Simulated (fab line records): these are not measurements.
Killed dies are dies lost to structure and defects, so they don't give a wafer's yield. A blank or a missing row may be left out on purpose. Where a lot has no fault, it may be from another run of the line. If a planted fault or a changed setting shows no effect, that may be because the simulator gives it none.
Chamber matching ; flow n5_finfet ; N5_BEOL_M7_STRIP_67 on rie_diel-03: 4 sister chambers
The step strips in CF4. 24 wafers are shown with their chamber, then 12 later ones without.

## EACH WAFER AND ITS CHAMBER
wafer;chamber;showerhead_plenum_p_Torr (Torr);drypump_motor_current_A (A);throttle_valve_pct (%)
L075.1;0;1.79;5.1;13.82
L075.2;2;1.77;5.3;13.16
L075.3;3;1.80;6.3;13.57
L075.4;1;1.88;5.4;13.48
L075.5;3;1.80;6.4;13.58
L075.6;2;1.77;5.3;13.16
L076.1;0;1.79;5.1;13.83
L076.4;2;1.77;5.3;13.18
L076.6;0;1.79;5.1;13.82
L083.1;1;1.88;5.3;13.50
L083.4;3;1.80;6.4;13.60
L083.6;1;1.88;5.4;13.51
L086.2;2;1.76;5.3;13.18
L086.3;0;1.79;5.1;13.85
L086.4;1;1.88;5.4;13.52
L088.1;1;1.88;5.4;13.52
L088.2;3;1.80;6.4;13.63
L088.3;0;1.79;5.1;13.87
L088.4;0;1.79;5.1;13.87
L088.5;1;1.88;5.4;13.53
L088.6;3;1.80;6.3;13.63
L092.1;0;1.79;5.1;13.89
L092.2;3;1.80;6.3;13.63
L092.3;1;1.88;5.4;13.54

SIGNATURES (averages over the wafers above)
reading;chamber 0;chamber 1;chamber 2;chamber 3;scatter within a chamber
showerhead_plenum_p_Torr;1.7900;1.8800;1.7675;1.8000;0.00194
drypump_motor_current_A;5.100;5.386;5.300;6.350;0.0343
throttle_valve_pct;13.8500;13.5143;13.1700;13.6067;0.0236
Rule: a wafer lies at a distance from a chamber equal to the root of the sum of squares, over the readings, of (its reading less the chamber's mean, divided by the reading's scatter). The wafer belongs to the nearest chamber; if the next one is less than 2 further off, it can't be placed. The scatter is the square root of a quotient: the sum, over the shown wafers, of each reading's squared deviation from its chamber's mean, divided by wafers minus chambers.

## WAFERS WITHOUT THEIR CHAMBER
wafer;showerhead_plenum_p_Torr (Torr);drypump_motor_current_A (A);throttle_valve_pct (%)
L092.4;1.79;5.1;13.88
L092.5;1.80;6.4;13.63
L092.6;1.88;5.4;13.54
L091.1;1.87;5.4;13.56
L091.2;1.80;6.4;13.65
L091.4;1.78;5.1;13.89
L095.1;1.87;5.3;13.59
L095.2;1.79;6.4;13.66
L095.3;1.78;5.1;13.93
L095.4;1.87;5.3;13.59
L095.5;1.79;6.3;13.68
L095.6;1.78;5.1;13.90

## THE CHAMBER EACH PASSED THROUGH
wafer;from the rows above;in truth
L092.4;0;0
L092.5;3;3
L092.6;1;1
L091.1;1;1
L091.2;3;3
L091.4;0;0
L095.1;1;1
L095.2;3;3
L095.3;0;0
L095.4;1;1
L095.5;3;3
L095.6;0;0
12 of 12 placed correctly. Not placeable from these rows: 0. Placed wrongly: 0.
